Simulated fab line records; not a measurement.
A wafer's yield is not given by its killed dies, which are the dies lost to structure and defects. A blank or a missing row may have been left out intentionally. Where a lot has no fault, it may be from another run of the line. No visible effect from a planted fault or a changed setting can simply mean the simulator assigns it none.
fab line records	flow n5-finfet
record lots=5	wafers=15	last-day=18
route steps=1938 shown BEOL_M2@872 BEOL_M4@1111
lots that met no fault: taken from a fault-free run of the same line
start-h: start of the lot's first displayed wafer, in hours after the record's first day	wait-h: hours since the lot's step before	" same as the row above	L1.1+2: a row that stands for several wafers	- either no value or no given start	* or withheld: withheld	< > ~ a bound
route shown NAME@n: names a module that has steps shown in the file, with the first one's number in the route	usual: mean/standard deviation of fault-free wafers	same: alike in all rows	chamber/n: place in a boat	sites: per-site readings	_std_site: the standard deviation of these	_edge_site: outer sites' mean less inner sites'	radius-mm: how far each site lies from the wafer's centre	mask NAME#n: copy n	behind: the most recent tool/chamber to have shaped the wafer	hold: the reason the lot was held/the length of the hold in hours/how it ended	device: the transistor (n, p or np) that didn't switch	end of line: tests of these same wafers at the route's end	step lacking rows: just its recipe	killed: dies lost to structure and defects at the first sort, not the wafer's yield	map: per-die view of a wafer (x killed, . not killed, _ where there is no die)
set.NAME: the setting as run; set.NAME@STEP: as run at that earlier step	model.NAME: the simulator's own value behind a step, which no gauge read
lots at some steps of the route; a table a step, a row a wafer
services: the hour from which a tool's chamber was out of use, counted from the record's first day as start-h (under 0 if before that day), plus the number of hours and why
## steps
# step N5_BEOL_M2_SOFTBAKE_23
# recipe temp-c=110	time-s=60	resist=CAR-EUV
# step N5_BEOL_M2_EXPOSE_25
# recipe mask-id=V1	na=0.33	source-shape=quasar	sigma-inner=0.2	sigma-outer=0.8	polarization=unpolarized	defocus-nm=5	dose-mj=63
# step N5_BEOL_M2_PEB_26
# recipe peb-temp-c=100	peb-time-s=60	resist=CAR-EUV
# step N5_BEOL_M2_DEVELOP_27
# recipe develop-time-s=30	developer=TMAH	resist=CAR-EUV	rinse-liquid=surfactant-rinse	dry=air-spin	dev-temp-c=23
# step N5_BEOL_M2_CD_MEAS_28
# recipe target-cd-nm=26.2	landing-energy-ev=500	detector=se-inlens	target-cd-y-nm=24.1	polarity=opening
# usual cd-nm=26.29/0.23
lot.wafer	tool	chamber	start-h	wait-h	cd-nm
L444.1	cd-sem-01	0	144.90	-	26.45
L444.2	"	0	"	"	26.30
L444.6	"	0	"	"	26.79
L447.1	cd-sem-01	0	157.13	-	26.32
L447.2	"	0	"	"	26.41
L447.4	"	0	"	"	26.13
L451.1	cd-sem-01	0	182.21	-	26.46
L451.2	"	0	"	"	26.47
L451.3	"	0	"	"	26.56
L465.1	cd-sem-03	0	272.56	-	26.18
L465.2	"	0	"	"	25.87
L465.4	"	0	"	"	26.24
L466.2	cd-sem-03	0	276.19	-	26.40
L466.3	"	0	"	"	26.18
L466.6	"	0	"	"	26.69
# step N5_BEOL_M2_OVL_MEAS_29
# recipe points-per-wafer=522
# usual V1_OVL=-0.5/0.67
lot.wafer	tool	chamber	start-h	wait-h	V1_OVL[nm]
L444.1	overlay-01	0	144.93	0.0	-0.6
L444.2	"	0	"	"	0.3
L444.6	"	0	"	"	-0.3
L447.1	overlay-01	0	157.16	0.0	-0.1
L447.2	"	0	"	"	0.4
L447.4	"	0	"	"	-0.5
L451.1	overlay-02	0	182.24	0.0	0.2
L451.2	"	0	"	"	0.2
L451.3	"	0	"	"	0.2
L465.1	overlay-01	0	272.59	0.0	-0.6
L465.2	"	0	"	"	-1.5
L465.4	"	0	"	"	-1.2
L466.2	overlay-02	0	276.23	0.0	0.0
L466.3	"	0	"	"	-0.2
L466.6	"	0	"	"	0.4
# step N5_BEOL_M2_INSPECT_30
# recipe mode=adi	inspect-instrument=brightfield
# usual raw-defect-count=405/84
lot.wafer	tool	chamber	start-h	wait-h	raw-defect-count
L444.1	defect-inspect-02	-	144.99	0.1	444
L444.2	"	-	"	"	491
L444.6	"	-	"	"	383
L447.1	defect-inspect-02	-	157.22	0.1	603
L447.2	"	-	"	"	642
L447.4	"	-	"	"	459
L451.1	defect-inspect-01	-	182.30	0.1	334
L451.2	"	-	"	"	359
L451.3	"	-	"	"	447
L465.1	defect-inspect-01	-	272.65	0.1	302
L465.2	"	-	"	"	404
L465.4	"	-	"	"	352
L466.2	defect-inspect-02	-	276.28	0.0	342
L466.3	"	-	"	"	305
L466.6	"	-	"	"	459
# step N5_BEOL_M2_DESCUM_33
# recipe chemistry=O2	time-s=7	source-power-w=50	bias-power-w=20	pressure-mtorr=20	rf-frequency-hz=2.712e+07	temp-c=40	resist=CAR-EUV	o2-flow-sccm=225
# usual drypump-motor-current-A=5.6/0.42	oes-product-au=0.81/0.077	rf-vpp-V=243.3/1.3	showerhead-plenum-p-Torr=2.10/0.063	throttle-valve-pct=20.32/0.17
lot.wafer	tool	chamber	start-h	wait-h	drypump-motor-current-A	oes-product-au	rf-hours-counter-h	rf-vpp-V	showerhead-plenum-p-Torr	throttle-valve-pct
L444.1	rie-diel-04	2	145.02	0.0	5.7	0.76	163	245.7	2.17	20.56
L444.2	"	3	"	"	5.0	0.92	23	245.9	2.24	20.22
L444.6	"	3	"	"	4.9	0.92	-	246.3	2.24	20.19
L447.1	rie-diel-02	3	157.33	0.1	5.5	0.90	34	243.0	2.05	20.38
L447.2	"	2	"	"	6.6	0.77	147	240.3	2.02	20.39
L447.4	"	2	"	"	6.6	0.77	-	242.0	2.02	20.40
L451.1	rie-diel-02	3	182.33	0.0	5.5	0.89	43	242.8	2.05	20.44
L451.2	"	1	"	"	5.4	0.94	5	245.0	2.11	20.22
L451.3	"	2	"	"	6.6	0.77	155	242.5	2.02	20.42
L465.1	rie-diel-04	0	272.68	0.0	5.9	0.74	206	243.2	2.08	20.36
L465.2	"	1	"	"	5.4	0.86	40	243.2	2.05	20.04
L465.4	"	1	"	"	5.4	0.86	-	241.6	2.05	20.04
L466.2	rie-diel-02	2	276.31	0.0	6.6	0.73	188	241.4	2.01	20.47
L466.3	"	1	"	"	5.4	0.87	36	243.6	2.10	20.27
L466.6	"	3	"	"	5.5	0.84	-	241.5	2.04	20.49
# step N5_BEOL_M2_ETCH_77
# recipe chemistry=N2/H2	target=underlayer	target-depth-a=65	mask-material=CAR-EUV	time-s=5.2	ion-energy-ev=200	pressure-mtorr=30	source-w=840	bias-w=150	n2-flow-sccm=200	h2-flow-sccm=200	ends=cleared
# usual drypump-motor-current-A=5.6/0.43	etch-rf-on-time-s=5.22/0.099	oes-product-au=0.69/0.067	rf-fwd-power-W=819.4/2.4	rf-vpp-V=524.0/2.7	showerhead-plenum-p-Torr=2.55/0.083	throttle-valve-pct=17.76/0.18
lot.wafer	tool	chamber	start-h	wait-h	drypump-motor-current-A	etch-rf-on-time-s	oes-product-au	rf-fwd-power-W	rf-hours-counter-h	rf-vpp-V	showerhead-plenum-p-Torr	throttle-valve-pct
L444.1	rie-diel-04	2	145.06	0.0	5.7	5.06	0.66	819.4	163	526.3	2.64	18.07
L444.2	"	3	"	"	5.0	5.08	0.80	818.3	23	529.6	2.71	17.60
L444.6	"	3	"	"	5.0	5.12	0.79	815.8	-	528.0	2.71	17.64
L447.1	rie-diel-02	3	157.36	0.0	5.5	5.32	0.76	822.2	34	524.3	2.49	17.85
L447.2	"	2	"	"	6.6	5.18	0.64	822.3	147	521.4	2.43	17.72
L447.4	"	2	"	"	6.6	5.20	0.65	816.0	-	522.1	2.43	17.70
L451.1	rie-diel-02	3	182.37	0.0	5.5	5.31	0.75	815.6	43	523.2	2.49	17.87
L451.2	"	1	"	"	5.4	5.13	0.80	813.5	5	525.5	2.62	17.85
L451.3	"	2	"	"	6.6	5.21	0.64	819.7	155	524.5	2.43	17.77
L465.1	rie-diel-04	0	272.71	0.0	5.9	5.27	0.61	819.7	206	523.8	2.53	17.83
L465.2	"	1	"	"	5.4	5.20	0.73	820.3	40	522.2	2.50	17.59
L465.4	"	1	"	"	5.3	5.17	0.74	820.1	-	524.7	2.50	17.59
L466.2	rie-diel-02	2	276.35	0.0	6.5	5.25	0.62	821.8	188	519.0	2.41	17.80
L466.3	"	1	"	"	5.4	5.10	0.72	819.5	36	525.6	2.60	17.92
L466.6	"	3	"	"	5.5	5.30	0.70	819.3	-	521.8	2.47	17.90
# step N5_BEOL_M2_ETCH_69
# recipe chemistry=CF4	target=SiARC	target-depth-a=156	mask-material=CAR-EUV	time-s=26	ion-energy-ev=80	pressure-mtorr=40	source-w=545	bias-w=36	Ar_flow_sccm=100	cf4-flow-sccm=100	ends=cleared
# usual drypump-motor-current-A=5.6/0.43	etch-rf-on-time-s=26.1/0.44	oes-product-au=0.69/0.068	rf-fwd-power-W=532.1/2.1	rf-vpp-V=184.0/1.1	showerhead-plenum-p-Torr=2.15/0.064	throttle-valve-pct=15.50/0.19
lot.wafer	tool	chamber	start-h	wait-h	drypump-motor-current-A	etch-rf-on-time-s	oes-product-au	rf-fwd-power-W	rf-hours-counter-h	rf-vpp-V	showerhead-plenum-p-Torr	throttle-valve-pct
L444.1	rie-diel-04	2	145.07	0.0	5.7	24.9	0.66	531.0	163	185.6	2.23	15.77
L444.2	"	3	"	"	5.0	25.2	0.82	534.2	23	185.1	2.27	15.24
L444.6	"	3	"	"	5.0	25.4	0.80	534.9	-	185.9	2.27	15.20
L447.1	rie-diel-02	3	157.38	0.0	5.5	26.3	0.77	532.3	34	183.5	2.11	15.62
L447.2	"	2	"	"	6.6	26.5	0.65	530.8	147	182.9	2.06	15.48
L447.4	"	2	"	"	6.6	26.4	0.65	532.1	-	183.3	2.06	15.47
L451.1	rie-diel-02	3	182.39	0.0	5.5	26.0	0.76	534.1	43	183.5	2.11	15.63
L451.2	"	1	"	"	5.4	25.7	0.80	530.2	5	185.5	2.19	15.53
L451.3	"	2	"	"	6.6	25.9	0.64	530.3	155	183.6	2.05	15.49
L465.1	rie-diel-04	0	272.73	0.0	5.9	26.5	0.62	533.9	206	184.1	2.12	15.58
L465.2	"	1	"	"	5.4	26.1	0.73	530.9	40	183.5	2.08	15.10
L465.4	"	1	"	"	5.4	26.3	0.74	532.4	-	183.9	2.08	15.09
L466.2	rie-diel-02	2	276.37	0.0	6.6	26.2	0.62	530.7	188	183.3	2.04	15.56
L466.3	"	1	"	"	5.4	25.6	0.74	531.6	36	183.6	2.18	15.59
L466.6	"	3	"	"	5.5	26.2	0.72	531.8	-	183.2	2.10	15.69
# step N5_BEOL_M2_ALD_98
# recipe material=SiO2	target-thk-a=25	temp-c=100	ald-precursor-family=BDEAS	ald-co-reactant=O2-plasma	pulse-time-s=1	co-reactant-pulse-time-s=1	purge-time-s=2	co-reactant-purge-time-s=2	ald-cycles=17	pressure-torr=2
# usual heater-power-w=78/10	precursor-pulse-height-rel=1.000/0.018
lot.wafer	tool	chamber	start-h	wait-h	heater-power-w	precursor-pulse-height-rel
L444.1	ald-sin-02	3	145.16	0.1	82	1.018
L444.2	"	1	"	"	96	0.994
L444.6	"	2	"	"	70	1.009
L447.1	ald-sin-01	0	157.46	0.1	65	1.023
L447.2	"	1	"	"	71	1.026
L447.4	"	2	"	"	74	1.001
L451.1	ald-sin-03	1	182.70	0.3	77	1.004
L451.2	"	0	"	"	76	1.037
L451.3	"	3	"	"	91	1.007
L465.1	ald-sin-01	2	272.99	0.2	74	1.005
L465.2	"	3	"	"	73	1.020
L465.4	"	1	"	"	71	0.986
L466.2	ald-sin-02	2	276.79	0.4	71	1.002
L466.3	"	3	"	"	82	0.976
L466.6	"	0	"	"	94	1.013
# step N5_BEOL_M2_ETCHBACK_99
# recipe chemistry=CHF3	target=SiO2	target-depth-a=50	time-s=10.4	source-w=215	bias-w=47	Ar_flow_sccm=200	CHF3_flow_sccm=12	ion-energy-ev=100	pressure-mtorr=30
# usual drypump-motor-current-A=5.6/0.41	oes-product-au=0.80/0.082	rf-vpp-V=239/4.3	showerhead-plenum-p-Torr=2.17/0.074	throttle-valve-pct=16.95/0.2
lot.wafer	tool	chamber	start-h	wait-h	drypump-motor-current-A	oes-product-au	rf-hours-counter-h	rf-vpp-V	showerhead-plenum-p-Torr	throttle-valve-pct
L444.1	rie-diel-04	2	150.93	5.7	5.7	0.75	166	235	2.25	17.26
L444.2	"	0	"	"	5.9	0.76	162	241	2.15	16.93
L444.6	"	2	"	"	5.7	0.75	-	236	2.25	17.26
L447.1	rie-diel-04	3	158.17	0.7	5.0	0.92	30	241	2.30	16.80
L447.2	"	2	"	"	5.7	0.75	170	233	2.25	17.25
L447.4	"	2	"	"	5.7	0.75	-	234	2.25	17.25
L451.1	rie-diel-04	2	182.82	0.1	5.7	0.75	179	234	2.24	17.29
L451.2	"	0	"	"	5.9	0.77	174	240	2.14	16.95
L451.3	"	3	"	"	5.0	0.91	38	242	2.29	16.82
L465.1	rie-diel-02	1	274.79	1.7	5.4	0.86	35	248	2.20	17.08
L465.2	"	3	"	"	5.5	0.83	75	233	2.11	17.17
L465.4	"	0	"	"	5.4	0.76	146	240	2.15	16.90
L466.2	rie-diel-04	2	278.22	1.4	5.7	0.72	211	235	2.23	17.34
L466.3	"	3	"	"	5.0	0.86	73	241	2.28	16.88
L466.6	"	2	"	"	5.7	0.72	-	234	2.23	17.36
# step N5_BEOL_M2_ETCH_70
# recipe chemistry=N2/H2	target=SOC	target-depth-a=800	overetch-a=240	mask-material=SiARC	temp-c=40	time-s=130	ion-energy-ev=200	pressure-mtorr=30	source-w=840	bias-w=150	n2-flow-sccm=200	h2-flow-sccm=200
# usual drypump-motor-current-A=5.6/0.41	oes-product-au=0.59/0.059	rf-fwd-power-W=835.8/2.8	rf-vpp-V=524.5/2.5	showerhead-plenum-p-Torr=2.57/0.086	throttle-valve-pct=17.73/0.19
lot.wafer	tool	chamber	start-h	wait-h	drypump-motor-current-A	oes-product-au	rf-fwd-power-W	rf-hours-counter-h	rf-vpp-V	showerhead-plenum-p-Torr	throttle-valve-pct	model.SiARC_of_BEOL_M2_COAT_68.thk-nm
L444.1	rie-diel-04	2	150.97	0.0	5.7	0.55	833.2	166	525.9	2.64	18.04	5.8
L444.2	"	0	"	"	5.9	0.57	837.6	162	523.6	2.55	17.70	6
L444.6	"	2	"	"	5.7	0.55	832.0	-	526.7	2.64	18.05	5.8
L447.1	rie-diel-04	3	158.21	0.0	5.0	0.67	837.5	30	529.5	2.70	17.60	5.8
L447.2	"	2	"	"	5.7	0.55	833.5	170	525.7	2.64	18.06	5.8
L447.4	"	2	"	"	5.7	0.55	839.1	-	527.6	2.64	18.05	6
L451.1	rie-diel-04	2	182.85	0.0	5.7	0.54	832.5	179	527.1	2.63	18.08	5.8
L451.2	"	0	"	"	5.9	0.55	832.1	174	525.4	2.54	17.70	5.8
L451.3	"	3	"	"	5.0	0.66	633.9	38	579.2	2.70	17.61	6.6
L465.1	rie-diel-02	1	274.82	0.0	5.4	0.63	833.9	35	524.5	2.60	17.87	5.6
L465.2	"	3	"	"	5.5	0.62	837.9	75	522.4	2.47	17.88	6
L465.4	"	0	"	"	5.4	0.56	832.5	146	523.7	2.55	17.62	5.8
L466.2	rie-diel-04	2	278.26	0.0	5.7	0.53	836.2	211	526.8	2.62	18.14	5.8
L466.3	"	3	"	"	5.0	0.62	837.8	73	527.9	2.68	17.65	5.8
L466.6	"	2	"	"	5.7	0.53	832.7	-	527.3	2.62	18.13	5.8
# step N5_BEOL_M2_STRIP_71
# recipe chemistry=N2/H2	temp-c=40	n2-flow-sccm=200	h2-flow-sccm=200	rf-frequency-hz=6e+07
# step N5_BEOL_M4_RC_MEAS_101
# usual DIBL_N=35.8/1.8	DIBL_P=35.9/2.2	IOFF_N=0.16/0.035	IOFF_P=0.21/0.04	ION_N=672/11	ION_P=461/7.4	SS_N=71.4/0.64	SS_P=73.2/0.67	VT_N=250/3.5	VT_P=-251/3.4
lot.wafer	tool	chamber	start-h	wait-h	DIBL_N[mV/V]	DIBL_P[mV/V]	IOFF_N[nA/um]	IOFF_P[nA/um]	ION_N[uA/um]	ION_P[uA/um]	SS_N[mV/dec]	SS_P[mV/dec]	VT_N[mV]	VT_P[mV]
L444.1	prober-01	0	183.10	0.0	34.2	35.4	0.17	0.23	678	466	71.7	73.4	246	-246
L444.2	"	0	"	"	36.1	37.3	0.19	0.24	678	467	72.5	73.3	247	-248
L444.6	"	0	"	"	35.5	36.5	0.19	0.24	685	472	71.4	72.6	246	-247
L447.1	prober-02	0	188.33	0.0	34.7	35.5	0.14	0.21	660	466	71.8	73.4	251	-248
L447.2	"	0	"	"	35.2	37.2	0.17	0.23	679	472	71.8	73.9	250	-249
L447.4	"	0	"	"	32.8	33.4	0.12	0.17	668	463	70.9	72.6	253	-252
L451.1	prober-02	0	213.59	0.0	34.0	34.4	0.12	0.18	655	458	70.8	72.5	252	-252
L451.2	"	0	"	"	38.7	39.8	0.22	0.25	696	468	71.7	74.9	243	-252
L451.3	"	0	"	"	36.7	37.7	0.16	0.23	674	463	71.6	74.4	250	-251
L465.1	prober-02	0	308.84	0.0	37.2	35.6	0.16	0.21	680	468	71.4	72.7	250	-251
L465.2	"	0	"	"	34.5	31.9	0.12	0.17	660	462	71.7	72.6	254	-253
L465.4	"	0	"	"	35.4	33.2	0.13	0.18	665	455	71.1	73.0	253	-253
L466.2	prober-02	0	311.90	0.2	34.7	34.3	0.12	0.19	668	464	71.0	72.5	252	-254
L466.3	"	0	"	"	34.1	33.1	0.11	0.17	656	458	71.3	72.1	254	-255
L466.6	"	0	"	"	32.9	32.5	0.10	0.17	659	462	70.3	72.9	254	-253
## services
tool	chamber	start-h	hours	kind
rie-diel-02	2	123.38	3.3	repair
rie-diel-02	3	124.20	18.9	repair
rie-diel-04	0	133.20	5.6	repair
rie-diel-02	1	143.12	-	clean
rie-diel-02	1	143.12	-	consumable-replace:focus-ring
rie-diel-02	1	143.12	20.1	scheduled-down
rie-diel-02	1	143.12	20.1	vent-cycle
rie-diel-04	1	144.24	-	clean
rie-diel-04	1	144.24	-	consumable-replace:focus-ring
ald-sin-03	-	174.14	0.8	repair
ald-sin-02	-	176.75	14.0	pm
ald-sin-02	0	176.75	14.0	vent-cycle
ald-sin-02	1	176.75	14.0	vent-cycle
ald-sin-02	2	176.75	14.0	vent-cycle
ald-sin-02	3	176.75	14.0	vent-cycle
ald-sin-01	-	180.58	6.0	pm
ald-sin-02	0	190.75	-	clean
ald-sin-02	1	190.75	-	clean
ald-sin-02	2	190.75	-	clean
ald-sin-02	3	190.75	-	clean
ald-sin-02	3	194.48	6.7	repair
ald-sin-03	-	238.86	6.1	pm
rie-diel-04	2	266.00	8.9	repair
ald-sin-03	-	268.52	14.0	pm
## key
first-sign step=N5_BEOL_M2_ETCH_70	reading=rf-fwd-power-W	direction=down	sigmas=72	usual=*	struck=*
effect step=N5_BEOL_M2_ETCH_70	reading=rf-vpp-V	direction=up	sigmas=22	usual=524.5	struck=579.2
model-effect step=N5_BEOL_M2_ETCH_70	value=SiARC_of_BEOL_M2_COAT_68.thk-nm	without=5.6	struck=6.6
met-at N5_BEOL_M2_ETCH_70
struck-wafers L451.3
onset-between 158.21 182.85
fault kind=process-parameter-drift	tool=rie-diel-04	chamber=3	onset-h=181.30	steps=N5_BEOL_M2_ETCH_70	channel=source-w	offset=-201.6	shape=step	end-h=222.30	acts-in=these-recipes-only	stated=840
